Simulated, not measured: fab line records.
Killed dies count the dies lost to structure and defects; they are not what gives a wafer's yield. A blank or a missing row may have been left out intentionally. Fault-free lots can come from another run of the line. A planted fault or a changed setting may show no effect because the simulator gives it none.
Struck lot and sound lot, side by side | flow nand-harc | 40 out of 1302 route steps
Sound: wafers L708.1, L708.2, L708.3. Wafers struck: L718.2, L718.3, L718.6. The cause is named last.
Order at every step that has rows: each side's tool, ch and its chambers, its first start. Under that, the readings that differ: sound wafers | struck wafers | difference of the means | sigmas: that difference in standard deviations of wafers without a fault.
alike: readings whose means differ by less than 2 such deviations, and words and numbers that are the same on both sides. not compared: withheld readings, readings that some wafer has no value for, bounds like >300 that may hide the same value, and numbers for which the record gives no deviation and whose values overlap.
The two part at a step that has a row with sigmas, a row that says differs or no value, or rows on one side only. Non-overlapping numbers with no deviation appear without sigmas and do not part them. A reading that every wafer of one side lacks parts them only if that side has two wafers or more.

first, 12 steps without rows for these wafers: NHARC_A_CONTACT_ETCH_75 (etches the open film in CF4, target depth 39 nm, time 65 s); NHARC_A_CONTACT_ETCH_76 (etches the open film in N2/H2, target depth 260 nm, time 475.3 s); NHARC_A_CONTACT_ETCH_77 (etches the open film in CF4/CHF3, target depth 108.9 nm, time 54.5 s); NHARC_A_CONTACT_ETCH_78 (etches the open film in O2/COS, target depth 5300 nm, time 1378 s); NHARC_A_CONTACT_ETCH_124 (etches the open film in C4F8/O2/Ar, time 140 s, target depth 700 nm); NHARC_A_CONTACT_ETCH_125 (etches the open film in C4F8/O2/Ar, time 197 s, target depth 1918 nm); NHARC_A_CONTACT_ETCH_126 (etches the open film in C4F8/O2/Ar, time 197 s, target depth 1918 nm); NHARC_A_CONTACT_ETCH_127 (etches the open film in C4F8/O2/Ar, time 197 s, target depth 1918 nm); NHARC_A_CONTACT_ETCH_128 (etches the open film in C4F8/O2/Ar, time 197 s, target depth 1918 nm); NHARC_A_CONTACT_ETCH_129 (etches the open film in C4F8/O2/Ar, time 197 s, target depth 1918 nm); NHARC_A_CONTACT_ETCH_130 (etches the open film in C4F8/O2/Ar, time 197 s, target depth 1918 nm); NHARC_A_CONTACT_ETCH_131 (etches the open film in C4F8/O2/Ar, time 197 s, target depth 1918 nm).
NHARC_A_CONTACT_ETCH_132: etches the open film in C4F8/O2/Ar, time 197 s, target depth 1924 nm.
  sound on har-cap-etch-03 ch 0,1, day 24 19:10; struck on har-cap-etch-01 ch 0,1, day 29 15:26
  alike: oes-air-line-au
  not compared: rf-hours-counter-h
NHARC_A_CONTACT_ETCH_133: etches the open film in C4F8/O2/Ar, time 374 s, target depth 1610 nm.
  sound on har-cap-etch-03 ch 0,1, day 24 19:20; struck on har-cap-etch-01 ch 0,1, day 29 15:39
  alike: oes-air-line-au
  not compared: rf-hours-counter-h
then, 1 step without rows for these wafers: NHARC_A_CONTACT_ETCH_91 (etches the open film in CH3F/O2, target depth 40 nm, time 85.7 s).
NHARC_A_CONTACT_ETCH_97: etches the open film in C4F6/O2, target depth 20 nm, time 10 s.
  sound on rie-diel-03 ch 0,2,3; struck on rie-diel-10 ch 2,3, day 29 16:32
  reading                     | sound       | struck      | difference | sigmas
  drypump-motor-current-A (A) | 5.9 6.2 5.6 | 4.8 5.0 4.8 | -1.0       | -2
  alike: oes-product-au, rf-vpp-V, showerhead-plenum-p-Torr, throttle-valve-pct
  not compared: rf-hours-counter-h
NHARC_A_CONTACT_CD_MEAS_80:
  sound on cd-sem-01 at day 24 20:20; struck on cd-sem-02 at day 29 16:37
  alike: cd-nm
then, 3 steps without rows for these wafers: NHARC_A_CONTACT_STRIP_103 (strips in N2/H2); NHARC_A_CONTACT_STRIP_104 (strips in CF4/CHF3); NHARC_A_CONTACT_STRIP_105 (strips in O2/COS).
NHARC_A_CONTACT_ETCH_106: etches the open film in CF4/O2, target depth 90 nm, overetch 9 nm, time 49.5 s.
  sound on rie-diel-03 ch 1,2,3, day 24 20:38; struck on rie-diel-10 ch 2,3, day 29 16:56
  reading                     | sound       | struck      | difference | sigmas
  drypump-motor-current-A (A) | 6.2 5.9 6.2 | 5.0 4.8 4.8 | -1.2       | -3
  alike: oes_ar_750_au, oes-product-au, rf-vpp-V, showerhead-plenum-p-Torr, throttle-valve-pct
  not compared: rf-hours-counter-h
NHARC_A_CONTACT_STRIP_82: strips in O2.
  sound: rie-diel-03 ch 0,1,2; struck: rie-diel-10 ch 1,3
  alike: drypump-motor-current-A, oes-product-au, rf-vpp-V, showerhead-plenum-p-Torr, throttle-valve-pct
  not compared: rf-hours-counter-h
then, 2 steps without rows for these wafers: NHARC_A_CONTACT_STRIP_83 (strips in post etch residue remover, time 600 s); NHARC_A_CONTACT_DEP_84 (deposits aC, target thk 2800 nm).
NHARC_A_CONTACT_DEP_85: deposits SiON, target thk 60 nm.
  sound on pecvd-02 ch 0,1,2, day 24 23:02; struck on pecvd-03 ch 1,2, day 29 19:27
  alike: heater-power-w
then, 10 steps without rows for these wafers: NHARC_A_CONTACT_DEHYDRATE_00 (time 120 s); NHARC_A_CONTACT_HMDS_01 (time 30 s); NHARC_A_CONTACT_COAT_86 (time 75 s); NHARC_A_CONTACT_COAT_87 (time 65 s); NHARC_A_CONTACT_COAT_02 (resist thk 90 nm); NHARC_A_CONTACT_SOFTBAKE_03 (time 55 s); NHARC_A_CONTACT_EBR_04; NHARC_A_CONTACT_EXPOSE_05 (exposes mask A CC); NHARC_A_CONTACT_PEB_06 (peb time 65 s); NHARC_A_CONTACT_DEVELOP_07 (develop time 35 s).
NHARC_A_CONTACT_CD_MEAS_08 targets a cd of 200 nm.
  sound on cd-sem-03 ch 0, day 24 23:46; struck on cd-sem-03 ch 0, day 29 20:05
  alike: cd-nm
NHARC_A_CONTACT_OVL_MEAS_09:
  sound on overlay-01 at day 24 23:51; struck on overlay-02 at day 29 20:11
  reading           | sound          | struck      | difference | sigmas
  overlay-x-nm (nm) | -0.7 -0.6 -0.2 | 1.6 1.6 1.6 | +2.1       | +2
  alike: overlay-y-nm
NHARC_A_CONTACT_DESCUM_13: chemistry O2, time 3 s.
  sound on rie-diel-03 ch 0,1,2, day 24 23:57; struck on rie-diel-10 ch 1,2,3, day 29 21:31
  reading | sound | struck                                                                     | difference                   | sigmas
  hold    | - - - | await-dispo/1.1h/release await-dispo/1.1h/release await-dispo/1.1h/release | no value on the sound wafers |
  alike: drypump-motor-current-A, oes-product-au, rf-vpp-V, showerhead-plenum-p-Torr, throttle-valve-pct
  not compared: rf-hours-counter-h
then, 1 step without rows for these wafers: NHARC_A_CONTACT_ETCH_88 (etches the open film in CF4, target depth 39 nm, time 65 s).
-- record jumps: 3 days between struck wafers' starts before vs after; left off in module A_CONTACT, resumes in module END, first step shown is number 1302 of the route --
NHARC_END_SORT_01:
  only the struck wafers appear in the record here, on prober-01 ch 0 at day 32 15:51; the sound ones have no rows

== WHERE THEY PART ==
At NHARC_A_CONTACT_ETCH_97 first; at NHARC_END_SORT_01 last (within this record only).

WHY: what the simulator had put in
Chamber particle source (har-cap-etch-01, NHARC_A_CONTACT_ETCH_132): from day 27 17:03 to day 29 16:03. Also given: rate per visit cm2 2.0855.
